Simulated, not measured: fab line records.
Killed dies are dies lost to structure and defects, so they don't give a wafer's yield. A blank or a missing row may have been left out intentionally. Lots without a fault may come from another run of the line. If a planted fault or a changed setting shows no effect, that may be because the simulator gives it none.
Matching of chambers | flow n5-finfet | 4 sister chambers for N5_BEOL_M6_CMP_52 on cmp-03
The step polishes, stops on SiCOH lowk, t overpolish 6.9 s, target thk 80 nm. 8 wafers are shown with their chamber, then 8 later ones without.

## EACH WAFER AND ITS CHAMBER
wafer  | chamber | motor-current-A (A) | time-to-endpoint-s (s)
L077.3 | 1       | 6.1                 | 60.0
L081.3 | 1       | 5.5                 | 59.4
L082.3 | 0       | 7.0                 | 64.0
L082.6 | 3       | 5.7                 | 62.7
L084.1 | 3       | 6.2                 | 61.9
L084.4 | 0       | 6.6                 | 63.7
L084.5 | 2       | 6.6                 | 61.0
L091.1 | 2       | 6.5                 | 57.8

## WAFERS WITHOUT THEIR CHAMBER
wafer  | motor-current-A (A) | time-to-endpoint-s (s)
L091.2 | 5.6                 | 61.0
L091.4 | 6.7                 | 60.1
L092.1 | 6.7                 | 59.0
L092.3 | 5.7                 | 57.3
L092.5 | 6.0                 | 59.8
L094.1 | 6.4                 | 62.3
L094.2 | 5.6                 | 60.5
L094.5 | 6.5                 | 64.6

## THE CHAMBER EACH PASSED THROUGH
wafer  | from the rows above               | in truth
L091.2 | can't be placed: 1 or 3           | 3
L091.4 | 2                                 | 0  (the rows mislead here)
L092.1 | 2                                 | 2
L092.3 | can't be placed: 1 or 2           | 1
L092.5 | can't be placed: 1 or 2 or 3      | 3
L094.1 | can't be placed: 3 or 0 or 2 or 1 | 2
L094.2 | can't be placed: 1 or 3           | 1
L094.5 | can't be placed: 0 or 3           | 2
Correct placement for 1 of the 8. Not placeable from these rows: 6 (in 5, the candidates include the true chamber). 1 placed wrongly.
How it was worked out, from the rows above alone: a wafer's distance from a chamber is the root of the sum, over the readings, of the square of ((its reading less the chamber's mean) divided by the reading's scatter). The wafer belongs to the nearest chamber; if the next one is less than 2 further off, it can't be placed. The mean given for a chamber averages the wafers shown for that chamber. The scatter is the square root of a quotient: the sum, over the shown wafers, of each reading's squared deviation from its chamber's mean, divided by wafers minus chambers.
